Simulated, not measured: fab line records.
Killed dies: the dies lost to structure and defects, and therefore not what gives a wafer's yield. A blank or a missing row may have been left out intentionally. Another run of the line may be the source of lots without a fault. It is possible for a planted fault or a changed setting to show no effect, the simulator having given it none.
One fault through the eyes of 2 desks -- flow n5-finfet -- every desk sees just its own numbers, and what lay behind them comes last

== AT THE TOOL OWNER'S DESK: rtp-anneal-01 ==
At N5_WELL_APT_RTA_34 (time 10 s), the tool's own readings, given per lot that ran on this tool as the mean of the sampled wafers with a number. Any lot whose mean is over 4 standard deviations away from the usual mean is out of limits and marked OUT; that distance is given in the brackets. Shown are 7 of the 9 readings it has, namely the first that went out of limits plus those furthest out on some lot.
Columns: A = lamp_zone_1_pct at N5_WELL_APT_RTA_34, usual 13.00 %; B = lamp_zone_2_pct at N5_WELL_APT_RTA_34, usual 13.00 %; C = lamp_zone_3_pct at N5_WELL_APT_RTA_34, usual 13.00 %; D = lamp_zone_4_pct at N5_WELL_APT_RTA_34, usual 12.991 %; E = lamp_zone_5_pct at N5_WELL_APT_RTA_34, usual 12.996 %; F = lamp_zone_6_pct at N5_WELL_APT_RTA_34, usual 12.92 %; G = lamp_zone_7_pct at N5_WELL_APT_RTA_34, usual 13.417 %
lot,first seen here,A,B,C,D,E,F,G
L911,day 1 16:07,13.03,13.01,13.03,12.977,13.009,12.96,13.422
L912,day 1 22:41,13.00,13.04,13.02,13.009,12.990,12.92,13.443
L913,day 2 04:56,13.00,12.99,12.95,12.947,12.959,12.91,13.416
L922,day 4 10:36,13.15 (+4.5) OUT,13.09,13.13,13.123 (+4.4) OUT,13.142 (+5.0) OUT,13.08 (+4.6) OUT,13.539 (+4.4) OUT
L923,day 4 15:53,13.06,13.10,13.07,13.047,13.061,12.98,13.489
Finding of this desk: L922 out of limits; the first was L922 at day 4 10:36, on lamp_zone_1_pct at N5_WELL_APT_RTA_34. In limits: L911, L912, L913, L923.

== FROM THE METROLOGY DESK ==
What the gauges read, lot by lot, whatever tool the lot ran on: means of the sampled wafers that have a number. Any lot whose mean is over 4 standard deviations away from the usual mean is out of limits and marked OUT; that distance is given in the brackets. Of its 13 readings 7 are shown: those that lie furthest out on some lot.
Columns: A = DIBL_N at N5_BEOL_M4_RC_MEAS_101, usual 36.0 mV/V; B = DIBL_P at N5_BEOL_M4_RC_MEAS_101, usual 35.6 mV/V; C = IOFF_P at N5_BEOL_M4_RC_MEAS_101, usual 0.19 nA/um; D = ION_P at N5_BEOL_M4_RC_MEAS_101, usual 455 uA/um; E = SS_N at N5_BEOL_M4_RC_MEAS_101, usual 71.5 mV/dec; F = VT_N at N5_BEOL_M4_RC_MEAS_101, usual 251 mV; G = VT_P at N5_BEOL_M4_RC_MEAS_101, usual -253 mV
lot,first seen here,A,B,C,D,E,F,G
L911,day 1 13:49,36.5,35.4,0.21,459,70.6,250,-250
L912,day 1 19:41,35.4,34.9,0.15,447,71.6,255,-258
L913,day 2 02:01,35.8,35.1,0.17,446,71.3,252,-253
L922,day 4 08:07,33.7,32.0,0.16,452,70.7,254,-255
L923,day 4 13:49,37.8,36.1,0.20,454,71.7,252,-252
L926,day 5 07:45,36.3,37.6,0.19,454,71.8,249,-256
L931,day 6 13:34,35.6,35.0,0.19,454,71.9,254,-253
L933,day 7 01:41,34.1,35.4,0.15,445,71.4,255,-261
L934,day 7 07:36,35.4,34.6,0.20,460,71.2,251,-250
This desk found nothing out of limits on any of the 9 lots.

== TAKEN TOGETHER ==
The tool owner's desk had the chance to raise an alarm at day 4 10:36 on L922.
Nothing out of limits was seen by the metrology desk.
The metrology desk holds a record of L922, inside its limits.
All the named lots went through N5_WELL_APT_RTA_34 on rtp-anneal-01.

== WHAT THE SIMULATOR PUT IN ==
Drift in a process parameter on rtp-anneal-01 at N5_WELL_APT_RTA_34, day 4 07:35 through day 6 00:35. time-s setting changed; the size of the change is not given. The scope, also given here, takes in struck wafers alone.
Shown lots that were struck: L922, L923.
Delay in hours, fault start to first out-of-limits reading, by desk: the tool owner's desk at 3.
